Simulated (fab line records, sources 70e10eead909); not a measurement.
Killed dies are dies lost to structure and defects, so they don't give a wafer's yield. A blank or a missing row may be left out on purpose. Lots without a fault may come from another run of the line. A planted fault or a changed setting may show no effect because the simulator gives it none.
Which tool did it? | flow nand_harc | 13 lots, 39 wafers sampled, at 5 steps of a route of 1302

WHAT THE GAUGES READ, wafer by wafer
NHARC_HYBRID_BOND_INSPECT_06: inspects for defects (ir void). Usual: raw_defect_count 89, standard deviation 39.
lot  | measured     | on                | raw_defect_count | flag
L309 | day 23 22:01 | defect_inspect-02 | 22 16 18         |
L311 | day 24 21:27 | defect_inspect-01 | 72 78 75         |
L315 | day 25 09:21 | defect_inspect-01 | 81 74 82         |
L314 | day 25 09:21 | defect_inspect-02 | 109 103 116      |
L317 | day 26 11:56 | defect_inspect-02 | 107 104 120      |
L316 | day 26 17:23 | defect_inspect-02 | 124 132 124      |
L324 | day 30 06:11 | defect_inspect-02 | 129 115 103      |
L329 | day 32 15:25 | defect_inspect-01 | 115 128 120      |
L330 | day 32 20:40 | defect_inspect-02 | 108 82 97        |
L332 | day 33 09:07 | defect_inspect-02 | 117 125 98       |
L331 | day 34 03:50 | defect_inspect-01 | 23 24 17         |

NHARC_END_SORT_01. Usual: killed_at_array 51, standard deviation 18; killed_at_other 1.0, standard deviation 1.2; killed_at_periphery 3.7, standard deviation 2.9; killed_dies 55, standard deviation 19; killed_open 3.5, standard deviation 1.9; killed_short 2.6, standard deviation 1.6.
lot  | measured     | on        | killed_at_array | killed_at_other | killed_at_periphery | killed_dies | killed_open | killed_short | flag
L320 | day 29 11:43 | prober-01 | 677 672 674     | 0 0 0           | 0 5 3               | 677 677 677 | 6 5 3       | 2 2 3        | OFF
L321 | day 29 10:55 | prober-02 | 671 670 671     | 0 0 0           | 6 7 6               | 677 677 677 | 4 3 4       | 5 2 2        | OFF

WHICH TOOL RAN EACH LOT (tool, then ch and the chambers of the sampled wafers, then the start)
lot  | NHARC_A_BLC_PVD_32           | NHARC_THIN_TSV_ETCHBACK_48         | NHARC_THIN_TSV_ETCH_59
L309 | pvd_sputter-01, day 22 20:37 | rie_diel-07 ch 0,3, day 24 02:59   | rie_metal-02 ch 0,1, day 24 06:56
L311 | pvd_sputter-03, day 23 20:58 | rie_diel-01 ch 1,2,3, day 25 02:25 | rie_metal-03 ch 0,1, day 25 06:26
L315 | pvd_sputter-01, day 24 06:24 | rie_diel-07 ch 2,3, day 25 14:17   | rie_metal-03 ch 0,1, day 25 18:13
L314 | pvd_sputter-03, day 24 08:34 | rie_diel-07 ch 0,1, day 25 15:31   | rie_metal-02 ch 0,1, day 25 19:25
L317 | pvd_sputter-03, day 25 10:35 | rie_diel-01 ch 1,3, day 26 17:15   | rie_metal-03 ch 0,1, day 26 21:14
L316 | pvd_sputter-01, day 25 17:04 | rie_diel-08 ch 2,3, day 26 22:23   | rie_metal-02 ch 0,1, day 27 02:17
L320 | pvd_sputter-03, day 27 15:41 | -                                  | -
L321 | pvd_sputter-03, day 27 16:23 | -                                  | -
L324 | pvd_sputter-01, day 29 07:17 | rie_diel-07 ch 1,2,3, day 30 11:13 | rie_metal-02 ch 0,1, day 30 15:00
L329 | pvd_sputter-01, day 31 09:52 | rie_diel-07 ch 1,2,3, day 32 20:23 | rie_metal-03 ch 0,1, day 33 00:23
L330 | pvd_sputter-03, day 31 18:53 | rie_diel-01 ch 1,2, day 33 01:50   | rie_metal-01 ch 0,1, day 33 05:47
L332 | pvd_sputter-02, day 32 07:29 | rie_diel-08 ch 2,3, day 33 14:08   | rie_metal-03 ch 0,1, day 33 18:16
L331 | pvd_sputter-02, day 33 02:12 | rie_diel-07 ch 0,1,3, day 34 08:59 | rie_metal-02 ch 0,1, day 34 12:48
- NHARC_A_BLC_PVD_32: deposits Ti, target thk 5 nm, time 17.7 s.
- NHARC_THIN_TSV_ETCHBACK_48: etches the open film in C4F8/Ar, target depth 1028.5 nm, time 405.17 s.
- NHARC_THIN_TSV_ETCH_59: etches the open film in Cl2/BCl3, target depth 880 nm, time 138.1 s.

WHAT THE TOOLS THEMSELVES READ (means of the sampled wafers that have a number; where no wafer has one, the mark that the record gives instead)
NHARC_A_BLC_PVD_32. Usual: chamber_pressure_pa 5.001 Pa, standard deviation 0.01; throttle_valve_pct 29.8 %, standard deviation 0.96.
lot  | tool           | chamber_pressure_pa (Pa) | throttle_valve_pct (%) | flag
L309 | pvd_sputter-01 | 5.005                    | 29.5                   |
L311 | pvd_sputter-03 | 5.003                    | 30.4                   |
L315 | pvd_sputter-01 | 5.001                    | 29.4                   |
L314 | pvd_sputter-03 | 5.010                    | 30.0                   |
L317 | pvd_sputter-03 | 5.002                    | 29.7                   |
L316 | pvd_sputter-01 | 4.996                    | 28.8                   |
L320 | pvd_sputter-03 | 4.990                    | 30.5                   |
L321 | pvd_sputter-03 | 5.007                    | 29.8                   |
L324 | pvd_sputter-01 | 5.006                    | 28.7                   |
L329 | pvd_sputter-01 | 5.001                    | 28.9                   |
L330 | pvd_sputter-03 | 4.994                    | 30.6                   |
L332 | pvd_sputter-02 | 4.997                    | 30.2                   |
L331 | pvd_sputter-02 | 5.007                    | 30.8                   |

NHARC_THIN_TSV_ETCHBACK_48. Usual: oes_product_au 0.95 a.u., standard deviation 0.033; rf_vpp_V 547 V, standard deviation 3.6.
lot  | tool        | oes_product_au (a.u.) | rf_vpp_V (V) | flag
L309 | rie_diel-07 | 0.92                  | 548          |
L311 | rie_diel-01 | 1.00                  | 548          |
L315 | rie_diel-07 | 0.92                  | 545          |
L314 | rie_diel-07 | 0.93                  | 546          |
L317 | rie_diel-01 | 0.94                  | 550          |
L316 | rie_diel-08 | 0.96                  | 549          |
L324 | rie_diel-07 | 0.93                  | 543          |
L329 | rie_diel-07 | 0.92                  | 544          |
L330 | rie_diel-01 | 0.93                  | 546          |
L332 | rie_diel-08 | 0.92                  | 550          |
L331 | rie_diel-07 | 0.93                  | 546          |

NHARC_THIN_TSV_ETCH_59. Usual: drypump_motor_current_A 5.56 A, standard deviation 0.24; oes_product_au 0.997 a.u., standard deviation 0.0085; throttle_valve_pct 22.264 %, standard deviation 0.0083.
lot  | tool         | drypump_motor_current_A (A) | oes_product_au (a.u.) | throttle_valve_pct (%) | flag
L309 | rie_metal-02 | 5.62                        | 1.002                 | 22.264                 |
L311 | rie_metal-03 | 5.40                        | 0.991                 | 22.261                 |
L315 | rie_metal-03 | 5.60                        | 0.997                 | 22.263                 |
L314 | rie_metal-02 | 5.65                        | 1.008                 | 22.259                 |
L317 | rie_metal-03 | 5.59                        | 0.998                 | 22.263                 |
L316 | rie_metal-02 | 5.62                        | 1.002                 | 22.269                 |
L324 | rie_metal-02 | 5.59                        | 0.993                 | 22.259                 |
L329 | rie_metal-03 | 5.40                        | 1.008                 | 22.266                 |
L330 | rie_metal-01 | 5.56                        | 0.986                 | 22.267                 |
L332 | rie_metal-03 | 5.40                        | 0.998                 | 22.253                 |
L331 | rie_metal-02 | 5.64                        | 0.999                 | 22.269                 |

THE ANSWER, worked out from the rows above alone
Rule: a lot is off if the mean of its wafers that have a number lies more than 3 standard deviations from the usual mean. A lot without any number at a reading at which 4 lots or more have one is off too. The other lots that the step has rows for count as sound. The gauges are gone through in route order, then the tools' own readings, and for those a lot's mean is taken as printed above. The first step at which some lot is off is used, and at that step the reading that is off furthest; a lot without a number counts as furthest.
Off: L320, L321, at NHARC_END_SORT_01 (killed_at_array). Neither off nor sound, because the step has no rows for them: L309, L311, L315, L314, L317, L316, L324, L329, L330, L332, L331.
A tool fits if, at a process step before that reading, it ran every lot that is off, and no sound lot after the first of them. The gauges at NHARC_END_SORT_01 are tried like those tools. One fits: pvd_sputter-03 at NHARC_A_BLC_PVD_32. It ran no sound lot before its first lot that is off in this sample, so the start can't be narrowed down.

WHAT THE SIMULATOR HAD PUT IN
Process parameter drift: pvd_sputter-03, from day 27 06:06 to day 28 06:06, at NHARC_A_BLC_PVD_32. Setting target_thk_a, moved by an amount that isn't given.
Lots struck among those shown: L321, L320. The rule above found the same.
